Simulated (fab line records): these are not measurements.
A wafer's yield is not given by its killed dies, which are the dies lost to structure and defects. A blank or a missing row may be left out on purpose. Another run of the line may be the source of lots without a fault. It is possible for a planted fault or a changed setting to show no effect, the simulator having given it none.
Chamber matching    flow n5Finfet    cmp-04 running N5_GATE_CUT_CMP_61: 4 sister chambers
The step polishes, stops on SiNx, t overpolish 3 s. 8 wafers are shown with their chamber, then 7 later ones without.

WAFERS PAIRED WITH THEIR CHAMBERS
wafer   chamber  motorCurrentA (A)  slurryFlowMlMin
L081.1  3        12.0               149.3
L081.3  0        11.1               150.3
L081.6  2        11.6               149.8
L082.1  1        12.7               149.3
L082.4  2        12.5               150.3
L082.6  1        11.9               149.8
L083.1  0        10.7               149.8
L083.3  3        11.7               149.9

WAFERS WHOSE CHAMBER IS MISSING
wafer   motorCurrentA (A)  slurryFlowMlMin
L083.4  11.4               150.2
L089.1  12.0               150.0
L089.3  11.6               150.4
L089.4  12.2               150.5
L091.1  12.3               150.0
L091.2  11.3               150.6
L091.3  11.5               150.5

EACH ONE'S CHAMBER
wafer   from the rows above                in truth
L083.4  can't be placed: 0 or 2 or 3 or 1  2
L089.1  can't be placed: 2 or 3 or 1       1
L089.3  can't be placed: 2 or 0 or 3 or 1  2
L089.4  can't be placed: 2 or 3 or 1 or 0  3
L091.1  can't be placed: 2 or 1 or 3       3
L091.2  can't be placed: 0 or 2 or 3 or 1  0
L091.3  can't be placed: 2 or 0 or 3 or 1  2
Correct placement for 0 of the 7. Can't be placed from these rows: 7 (the true chamber is among the candidates in 7). Placed wrongly: 0.
How it was worked out, from the rows above alone: a wafer's distance from a chamber is the root of the sum, over the readings, of the square of ((its reading less the chamber's mean) divided by the reading's scatter). If the next closest chamber is less than 2 further off than the closest, the wafer can't be placed; otherwise it belongs to the closest. The mean given for a chamber averages the wafers shown for that chamber. The scatter is the square root of a quotient: the sum, over the shown wafers, of each reading's squared deviation from its chamber's mean, divided by wafers minus chambers.
